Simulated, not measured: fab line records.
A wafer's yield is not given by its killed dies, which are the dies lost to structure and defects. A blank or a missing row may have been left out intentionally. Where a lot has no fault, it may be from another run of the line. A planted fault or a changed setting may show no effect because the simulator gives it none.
Matching of chambers :: flow nandHarc :: NHARC_A_CHANNEL_FILL_D2_ALD_16 on aldHk-04 has 4 sister chambers
The step deposits SiO2, target thk 1.5 nm, pulse time 10 s, ald cycles 15. 4 wafers are shown with their chamber, then 8 later ones without.

== WAFERS WITH THEIR CHAMBER ==
wafer: L090.1
chamber: 1
heaterPowerW (W): 492

wafer: L090.3
chamber: 0
heaterPowerW (W): 507

wafer: L090.5
chamber: 3
heaterPowerW (W): 448

wafer: L093.1
chamber: 2
heaterPowerW (W): 512

== WAFERS WITHOUT THEIR CHAMBER ==
wafer: L093.2
heaterPowerW (W): 497

wafer: L093.3
heaterPowerW (W): 490

wafer: L095.2
heaterPowerW (W): 442

wafer: L095.3
heaterPowerW (W): 518

wafer: L095.6
heaterPowerW (W): 486

wafer: L097.2
heaterPowerW (W): 507

wafer: L097.3
heaterPowerW (W): 497

wafer: L097.6
heaterPowerW (W): 486

== EACH ONE'S CHAMBER ==
wafer: L093.2
from the rows above: can't be placed: 1 or 0
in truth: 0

wafer: L093.3
from the rows above: 1
in truth: 1

wafer: L095.2
from the rows above: 3
in truth: 3

wafer: L095.3
from the rows above: can't be placed: 2 or 0
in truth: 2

wafer: L095.6
from the rows above: 1
in truth: 1

wafer: L097.2
from the rows above: can't be placed: 0 or 2
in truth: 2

wafer: L097.3
from the rows above: can't be placed: 1 or 0
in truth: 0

wafer: L097.6
from the rows above: 1
in truth: 1
4 of 8 placed correctly. Can't be placed from these rows: 4 (the true chamber is among the candidates in 4). 0 placed wrongly.
How it was worked out, from the rows above alone: a wafer's distance from a chamber is the root of the sum, over the readings, of the square of ((its reading less the chamber's mean) divided by the reading's scatter). The wafer belongs to the nearest chamber; if the next one is less than 2 further off, it can't be placed. The mean given for a chamber averages the wafers shown for that chamber. The scatter (one wafer shown for each chamber): square how far every hidden wafer sits from the nearest shown wafer, average those squares and take the square root.
